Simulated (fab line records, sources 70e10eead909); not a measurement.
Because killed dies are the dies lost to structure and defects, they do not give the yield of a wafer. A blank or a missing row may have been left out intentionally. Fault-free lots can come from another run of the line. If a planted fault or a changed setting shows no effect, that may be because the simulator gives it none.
Chamber matching :: flow nand-harc :: NHARC_P_CONTACT_DESCUM_17 on rie-diel-05 has 4 sister chambers
The step chemistry O2, time 3 s. 8 wafers are shown with their chamber, then 7 later ones without.

EACH WAFER AND ITS CHAMBER
wafer: L522.3
chamber: 1
drypump-motor-current-A (A): 6.0
rf-vpp-V (V): 58.2

wafer: L523.2
chamber: 2
drypump-motor-current-A (A): 6.0
rf-vpp-V (V): 58.5

wafer: L523.3
chamber: 3
drypump-motor-current-A (A): 5.3
rf-vpp-V (V): 55.7

wafer: L526.1
chamber: 2
drypump-motor-current-A (A): 6.0
rf-vpp-V (V): 57.8

wafer: L526.2
chamber: 0
drypump-motor-current-A (A): 6.8
rf-vpp-V (V): 57.9

wafer: L526.4
chamber: 3
drypump-motor-current-A (A): 5.3
rf-vpp-V (V): 56.5

wafer: L529.2
chamber: 1
drypump-motor-current-A (A): 6.0
rf-vpp-V (V): 59.0

wafer: L529.3
chamber: 0
drypump-motor-current-A (A): 6.9
rf-vpp-V (V): 56.9

WAFERS WITH NO CHAMBER GIVEN
wafer: L529.4
drypump-motor-current-A (A): 5.3
rf-vpp-V (V): 58.2

wafer: L536.2
drypump-motor-current-A (A): 5.3
rf-vpp-V (V): 57.6

wafer: L536.3
drypump-motor-current-A (A): 6.1
rf-vpp-V (V): 59.3

wafer: L536.6
drypump-motor-current-A (A): 6.0
rf-vpp-V (V): 58.2

wafer: L541.1
drypump-motor-current-A (A): 5.3
rf-vpp-V (V): 57.5

wafer: L541.4
drypump-motor-current-A (A): 5.3
rf-vpp-V (V): 56.9

wafer: L541.6
drypump-motor-current-A (A): 6.0
rf-vpp-V (V): 57.7

WHICH CHAMBER EACH WENT THROUGH
wafer: L529.4
from the rows above: 3
in truth: 3

wafer: L536.2
from the rows above: 3
in truth: 3

wafer: L536.3
from the rows above: can't be placed: 1 or 2
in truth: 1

wafer: L536.6
from the rows above: can't be placed: 2 or 1
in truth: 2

wafer: L541.1
from the rows above: 3
in truth: 3

wafer: L541.4
from the rows above: 3
in truth: 3

wafer: L541.6
from the rows above: can't be placed: 2 or 1
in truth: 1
Correctly placed: 4 of 7. From these rows, 3 cannot be placed; in 3 the true chamber is one of the candidates. Placed wrongly: 0.
How it was worked out, from the rows above alone: a wafer's distance from a chamber is the root of the sum, over the readings, of the square of ((its reading less the chamber's mean) divided by the reading's scatter). The wafer belongs to the nearest chamber; if the next one is less than 2 further off, it can't be placed. The mean given for a chamber averages the wafers shown for that chamber. The scatter is the square root of a quotient: the sum, over the shown wafers, of each reading's squared deviation from its chamber's mean, divided by wafers minus chambers.
